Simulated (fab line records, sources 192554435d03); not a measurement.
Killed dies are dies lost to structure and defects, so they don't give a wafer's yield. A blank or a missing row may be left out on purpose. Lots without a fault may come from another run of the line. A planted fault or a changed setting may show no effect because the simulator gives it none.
Problem report in the 8D (eight disciplines) form, filled by code | flow n5_finfet | the parts of the form that need people (team, actions taken, sign-off) are left out

1. THE PROBLEM
etch_rf_on_time_s at N5_BEOL_M13_ETCH_67 reads a mean of 170 s on 2 wafers of 2 lots; wafers without a fault read 237 s with a standard deviation of 5.9. That is -11 standard deviations from the usual mean.
The step: etches SiARC in CF4, target depth 143 nm, time 238.3 s.
First seen on wafer L218.4, day 14 01:13, on rie_diel-01. The record holds 31 wafers of 13 lots with a number at this step. Rule for "out", or "out of limits": more than 4 standard deviations from the usual mean. The other wafers with a number count as sound.

2. WHAT IT IS AND WHAT IT IS NOT
question                    | is                | is not
which readings at this step | etch_rf_on_time_s | drypump_motor_current_A, rf_vpp_V, showerhead_plenum_p_Torr, throttle_valve_pct
which lots                  | L218, L219        | L206, L208, L209, L210, L211, L221, L224, L226, L227, L228, L229
which wafers of those lots  | L218.4, L219.4    | L218.6, L219.6
read on which tools         | rie_diel-01       | rie_diel-04, rie_diel-05
when                        | from day 14 01:13 | up to then (14 sound wafers); but 15 sound wafers of L219, L221, L224, L226, L227, L228, L229 came after

3. SUSPECTS, AND WHAT RULES EACH OUT
Counting: a tool at a process step up to the reading stays a suspect if it ran every lot that is out. Sound lots after the first of them don't rule it out here, since some wafers of a struck lot are sound.
- rie_diel-01 at N5_BEOL_M13_ETCH_67 (etches SiARC in CF4, target depth 143 nm, time 238.3 s): kept. It ran every lot that is out, first L218 (day 14 01:13); its last sound lot up to then is L211 (day 12 11:42). Its own readings are out on those wafers: etch_rf_on_time_s.
Left after counting: rie_diel-01 at N5_BEOL_M13_ETCH_67.

4. THE CAUSE (what the simulator had put in)
Process parameter drift: rie_diel-01, from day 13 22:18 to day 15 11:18, at N5_BEOL_M13_ETCH_67. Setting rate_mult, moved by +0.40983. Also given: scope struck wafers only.
Counting left only this tool.

5. THE CHAIN OF EFFECTS, in route order
Each row: a reading whose mean over the struck wafers that have a number lies more than 3 standard deviations from the usual. Only readings for which the record gives a usual standard deviation are gone through. hours: the time from each lot's start at the first step in this table that gives one to its start at this step, as a median over the lots. sigmas: the change in usual standard deviations.
hours | step                | reading           | usual     | on struck wafers | change | sigmas
0     | N5_BEOL_M13_ETCH_67 | etch_rf_on_time_s | 237 s     | 170              | -66    | -11
0     | N5_BEOL_M13_ETCH_67 | oes_product_au    | 0.69 a.u. | 0.90             | +0.21  | +3.2
The process steps in it:
- N5_BEOL_M13_ETCH_67: etches SiARC in CF4, target depth 143 nm, time 238.3 s.

6. WHAT WOULD HAVE CAUGHT IT SOONER
In this record the first reading out of limits was taken at day 14 01:13, 3 hours after the fault began at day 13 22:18.
